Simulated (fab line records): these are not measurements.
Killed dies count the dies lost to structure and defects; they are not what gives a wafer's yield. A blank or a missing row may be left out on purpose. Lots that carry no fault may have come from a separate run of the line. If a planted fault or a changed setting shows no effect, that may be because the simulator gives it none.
fab line records	flow nand-harc
record: lots: 12	wafers: 36	last-day: 32
route steps=1302 shown A_DECK1_JOINT@527 A_ONON_D2@548
lots that met no fault: from a run of the same line without faults
start-h: the number of hours between the record's first day and the start of the first shown wafer of the lot	wait-h: hours since the lot's step before	" as in the row above	L1.1+2: a single row standing in for several wafers	- value missing, or start not given	* or withheld: withheld	< > ~ a bound
route shown NAME@n: names a module that has steps shown in the file, with the first one's number in the route	usual: mean/standard deviation of fault-free wafers	same: alike in all rows	chamber/n: place in a boat	sites: the reading at each site	_std_site: the values' standard deviation	_edge_site: inner sites' mean taken away from outer sites' mean	radius-mm: for every site, how far away it sits from the centre of the wafer	mask NAME#n: copy n	behind: the tool/chamber that last shaped the wafer	hold: cause of the lot's hold/its duration in hours/its outcome	device: the transistor (n, p or np) that didn't switch	end of line: at the end of the route, the tests of the same wafers	a step given without rows: its recipe and nothing more	killed: count of dies lost to structure and defects at first sort (not the wafer's yield)	map: per-die view of a wafer (x killed, . not killed, _ where there is no die)
set.NAME: the setting as run; set.NAME@STEP: as run at that earlier step	model.NAME: the simulator's own value behind a step, which no gauge read
steps of the route over a sample of lots; a table a step, a row a wafer
services: when a tool's chamber went out of use (start-h, in hours from the record's first day, below 0 if earlier), for how many hours, and the reason
== steps ==
step: NHARC_A_DECK1_JOINT_CMP_13
recipe: target-thk-nm: 51.023
usual: edge-zone-pressure-frac: 1.000/0.0048	motor-current-A: 11.5/0.86	slurry-flow-ml-min: 150.0/0.5	time-to-endpoint-s: 9.3/2.7
lot.wafer	tool	chamber	start-h	wait-h	edge-zone-pressure-frac	motor-current-A	slurry-flow-ml-min	time-to-endpoint-s
L230.4	cmp-04	0	265.33	0.4	1.000	13.6	149.1	6.9
L230.3	"	1	"	"	1.002	11.5	150.6	6.5
L230.5	"	1	"	"	0.994	11.5	149.9	8.0
L231.4	cmp-02	3	265.35	0.4	1.006	12.2	150.5	7.4
L231.1	"	1	"	"	1.002	10.7	150.1	13.4
L231.5	"	0	"	"	0.999	10.6	150.3	10.2
L232.4	cmp-02	0	279.77	0.4	0.991	11.1	149.5	10.8
L232.1	"	1	"	"	1.001	11.1	149.9	12.7
L232.3	"	3	"	"	1.010	11.5	150.0	7.3
L233.2	cmp-04	0	288.83	0.4	0.993	12.2	150.7	7.5
L233.4	"	3	"	"	1.006	10.7	149.4	11.6
L233.6	"	0	"	"	1.003	12.2	151.2	7.6
L235.1	cmp-02	3	293.77	0.4	0.997	11.8	149.1	7.1
L235.2	"	2	"	"	0.997	13.1	149.6	9.7
L235.6	"	0	"	"	1.004	11.1	150.2	7.7
L234.1	cmp-01	3	293.77	0.4	0.995	10.5	149.4	6.3
L234.4	"	1	"	"	1.002	11.1	150.6	11.5
L234.6	"	3	"	"	1.001	10.8	149.7	7.5
L236.2	cmp-02	3	303.48	0.4	1.002	11.9	149.9	9.9
L236.3	"	0	"	"	0.992	11.0	150.3	10.9
L236.1	"	1	"	"	1.006	11.2	150.2	14.0
L237.3	cmp-02	2	316.00	0.4	1.002	13.4	149.0	11.4
L237.1	"	0	"	"	0.991	10.9	150.1	8.5
L237.5	"	1	"	"	1.003	10.6	150.1	14.4
L241.3	cmp-01	3	353.77	0.4	0.995	10.7	150.0	8.2
L241.2	"	0	"	"	0.996	13.2	150.4	7.4
L241.6	"	3	"	"	1.003	10.3	150.6	5.1
L248.2	cmp-01	0	423.31	0.4	1.011	12.6	149.4	7.7
L248.1	"	2	"	"	1.004	11.9	150.3	10.8
L248.6	"	3	"	"	1.002	10.8	149.7	5.9
L249.1	cmp-04	1	430.05	0.4	1.005	11.2	150.4	8.3
L249.6	"	3	"	"	0.999	11.2	150.4	12.9
L249.5	"	0	"	"	0.994	12.3	149.4	5.8
L251.1	cmp-04	2	457.32	0.4	0.993	11.1	149.8	4.9
L251.3	"	1	"	"	1.015	10.8	149.5	10.2
L251.5	"	2	"	"	0.999	10.9	150.1	4.7
step: NHARC_A_ONON_D2_THK_MEAS_05
recipe: thk-meas-gauge: ellipsometry
usual: thk-nm: 1000/7.8
lot.wafer	tool	chamber	start-h	wait-h	thk-nm
L230.3	film-metro-01	-	287.28	-	997
L230.4	"	-	"	"	998
L230.5	"	-	"	"	996
L231.1	film-metro-02	-	287.29	-	1012
L231.4	"	-	"	"	1011
L231.5	"	-	"	"	1010
L232.1	film-metro-01	-	303.46	-	1005
L232.3	"	-	"	"	1006
L232.4	"	-	"	"	1006
L235.1	film-metro-02	-	315.55	-	989
L235.2	"	-	"	"	989
L235.6	"	-	"	"	991
L233.2	film-metro-02	-	315.72	-	1008
L233.4	"	-	"	"	1008
L233.6	"	-	"	"	1008
L234.1	film-metro-02	-	315.90	-	996
L234.4	"	-	"	"	997
L234.6	"	-	"	"	996
L236.1	film-metro-02	-	331.58	-	1012
L236.2	"	-	"	"	1009
L236.3	"	-	"	"	1009
L237.1	film-metro-01	-	341.29	-	994
L237.3	"	-	"	"	994
L237.5	"	-	"	"	997
L241.2	film-metro-01	-	381.50	-	989
L241.3	"	-	"	"	988
L241.6	"	-	"	"	991
L248.1	film-metro-02	-	445.41	-	997
L248.2	"	-	"	"	1001
L248.6	"	-	"	"	997
L249.1	film-metro-01	-	455.42	-	1000
L249.5	"	-	"	"	1003
L249.6	"	-	"	"	1001
L251.1	film-metro-02	-	481.22	-	1002
L251.3	"	-	"	"	1002
L251.5	"	-	"	"	1000
step: NHARC_A_ONON_D2_THK_MEAS_11
recipe: thk-meas-gauge: ellipsometry
usual: thk-nm: 997/11
lot.wafer	tool	chamber	start-h	wait-h	thk-nm
L230.3	film-metro-02	-	288.42	-	1004
L230.4	"	-	"	"	1002
L230.5	"	-	"	"	1004
L231.1	film-metro-02	-	288.42	-	992
L231.4	"	-	"	"	991
L231.5	"	-	"	"	991
L232.1	film-metro-01	-	304.58	-	991
L232.3	"	-	"	"	992
L232.4	"	-	"	"	992
L235.1	film-metro-02	-	316.69	-	992
L235.2	"	-	"	"	990
L235.6	"	-	"	"	990
L233.2	film-metro-02	-	317.04	-	1005
L233.4	"	-	"	"	1006
L233.6	"	-	"	"	1005
L234.1	film-metro-01	-	317.17	-	994
L234.4	"	-	"	"	995
L234.6	"	-	"	"	993
L236.1	film-metro-02	-	332.72	-	1005
L236.2	"	-	"	"	1004
L236.3	"	-	"	"	1007
L237.1	film-metro-01	-	342.41	-	986
L237.3	"	-	"	"	985
L237.5	"	-	"	"	987
L241.2	film-metro-01	-	382.63	-	979
L241.3	"	-	"	"	977
L241.6	"	-	"	"	979
L248.1	film-metro-01	-	446.54	-	997
L248.2	"	-	"	"	997
L248.6	"	-	"	"	995
L249.1	film-metro-01	-	456.69	-	986
L249.5	"	-	"	"	986
L249.6	"	-	"	"	988
L251.1	film-metro-02	-	482.36	-	1005
L251.3	"	-	"	"	1004
L251.5	"	-	"	"	1004
step: NHARC_A_ONON_D2_DEP_33
recipe: target-thk-a: 2000	temp-c: 400	pressure-torr: 6.5	rf-w: 900	teos-flow-sccm: 161.4	flow-sccm: 2650	target-thk-nm: 200	gas: O2	material: SiO2
usual: heater-power-w: 584/70	mfc-precursor-sccm: 161.3/0.43	throttle-valve-pct: 16.0/0.36
lot.wafer	tool	chamber	start-h	wait-h	heater-power-w	mfc-precursor-sccm	throttle-valve-pct
L231.1	pecvd-02	0	299.35	0.1	573	160.7	16.0
L231.4	"	0	"	"	417	161.5	15.9
L231.5	"	1	"	"	490	161.6	15.7
L230.3	pecvd-01	1	299.46	0.1	606	161.2	16.2
L230.4	"	0	"	"	640	161.5	16.1
L230.5	"	1	"	"	602	160.2	16.2
L232.1	pecvd-03	2	319.29	0.1	576	160.5	15.8
L232.3	"	1	"	"	525	161.7	16.5
L232.4	"	1	"	"	545	161.4	16.5
L235.1	pecvd-03	0	327.47	0.1	570	161.0	16.6
L235.2	"	2	"	"	572	161.4	15.8
L235.6	"	2	"	"	583	161.2	15.5
L233.2	pecvd-02	0	327.52	0.1	546	161.5	15.9
L233.6	"	0	"	"	529	161.1	15.7
L233.4	"	1	"	"	454	161.0	15.5
L234.1	pecvd-03	2	327.74	0.1	573	161.3	15.6
L234.6	"	0	"	"	557	161.6	16.7
L234.4	"	1	"	"	615	160.7	16.7
L236.3	pecvd-02	2	344.42	0.1	577	160.7	15.8
L236.1	"	0	"	"	397	161.4	15.8
L236.2	"	1	"	"	546	161.6	15.8
L237.3	pecvd-02	0	355.85	0.1	512	161.7	16.0
L237.1	"	1	"	"	545	161.0	15.6
L237.5	"	1	"	"	539	161.1	15.6
L241.3	pecvd-03	1	392.90	0.1	663	161.2	16.3
L241.2	"	2	"	"	645	161.5	15.7
L241.6	"	1	"	"	660	161.8	16.1
L248.2	pecvd-03	2	457.10	0.1	596	148.6	15.7
L248.1	"	0	"	"	579	161.3	15.7
L248.6	"	1	"	"	562	160.8	16.6
L249.1	pecvd-01	2	467.08	0.1	594	161.6	16.3
L249.5	"	2	"	"	616	161.2	16.3
L249.6	"	0	"	"	606	161.4	15.9
L251.1	pecvd-02	0	493.31	0.3	480	161.7	15.8
L251.3	"	2	"	"	659	160.7	16.0
L251.5	"	2	"	"	650	161.2	16.2
step: NHARC_A_ONON_D2_THK_MEAS_34
recipe: thk-meas-gauge: ellipsometry
usual: thk-nm: 200/3.5
lot.wafer	tool	chamber	start-h	wait-h	thk-nm
L231.1	film-metro-02	-	299.77	-	199
L231.4	"	-	"	"	201
L231.5	"	-	"	"	202
L230.3	film-metro-01	-	299.78	-	196
L230.4	"	-	"	"	202
L230.5	"	-	"	"	196
L232.1	film-metro-01	-	319.71	-	199
L232.3	"	-	"	"	195
L232.4	"	-	"	"	203
L235.1	film-metro-01	-	327.88	-	195
L235.2	"	-	"	"	196
L235.6	"	-	"	"	201
L233.2	film-metro-02	-	327.89	-	196
L233.4	"	-	"	"	200
L233.6	"	-	"	"	201
L234.1	film-metro-02	-	328.15	-	194
L234.4	"	-	"	"	199
L234.6	"	-	"	"	198
L236.1	film-metro-02	-	344.84	-	200
L236.2	"	-	"	"	203
L236.3	"	-	"	"	195
L237.1	film-metro-02	-	356.21	-	200
L237.3	"	-	"	"	202
L237.5	"	-	"	"	201
L241.2	film-metro-02	-	393.27	-	198
L241.3	"	-	"	"	201
L241.6	"	-	"	"	201
L248.1	film-metro-02	-	457.52	-	195
L248.2	"	-	"	"	180
L248.6	"	-	"	"	204
L249.1	film-metro-02	-	467.49	-	200
L249.5	"	-	"	"	201
L249.6	"	-	"	"	200
L251.1	film-metro-02	-	493.73	-	203
L251.3	"	-	"	"	202
L251.5	"	-	"	"	207
== services ==
tool	chamber	start-h	hours	kind
cmp-01	-	262.68	1.0	repair
pecvd-02	2	263.34	5.8	repair
cmp-01	-	264.80	2.6	repair
pecvd-02	-	266.60	13.0	pm
cmp-01	-	283.50	4.0	pm
cmp-04	-	307.36	4.0	pm
pecvd-01	-	311.22	13.0	pm
cmp-04	-	314.48	1.5	repair
cmp-01	-	317.09	0.9	repair
cmp-02	-	330.50	4.0	pm
cmp-02	-	335.04	0.3	repair
cmp-01	-	335.55	1.5	repair
pecvd-03	-	366.12	13.0	pm
cmp-01	-	381.50	4.0	pm
cmp-02	-	404.90	3.1	repair
cmp-04	-	405.36	4.0	pm
cmp-02	-	408.35	1.0	repair
pecvd-02	2	415.04	5.6	repair
cmp-02	-	428.50	4.0	pm
cmp-01	-	431.90	2.4	repair
pecvd-02	-	447.76	13.0	pm
cmp-02	-	474.50	2.5	repair
cmp-01	-	479.01	4.1	repair
pecvd-03	0	488.58	22.9	repair
== key ==
first-sign: step: NHARC_A_ONON_D2_DEP_33	reading: mfc-precursor-sccm	direction: down	sigmas: 29	usual: 161.3	struck: 148.6
effect: step: NHARC_A_ONON_D2_THK_MEAS_34	reading: thk-nm	direction: down	sigmas: 5.8	usual: 200	struck: 180
met-at NHARC_A_ONON_D2_DEP_33
struck-lots L248
struck-wafers L248.2
tester-left-out L248
not-acting-at NHARC_A_DECK1_JOINT_CMP_13,NHARC_A_ONON_D2_THK_MEAS_05,NHARC_A_ONON_D2_THK_MEAS_11
onset-between 392.90 457.10
fault: kind: process-parameter-drift	tool: pecvd-03	chamber: 2	onset-h: 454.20	steps: NHARC_A_ONON_D2_DEP_33	channel: teos-flow-sccm	offset: *	shape: step	end-h: 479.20	acts-in: *	stated: *
tester-left-out: of these lots the tester's yield and bins aren't shown, on N5 and GAA mostly nor the transistor test; their killed dies are dies lost to structure and defects alone, not to doping, threshold or leakage, so they don't give the yield
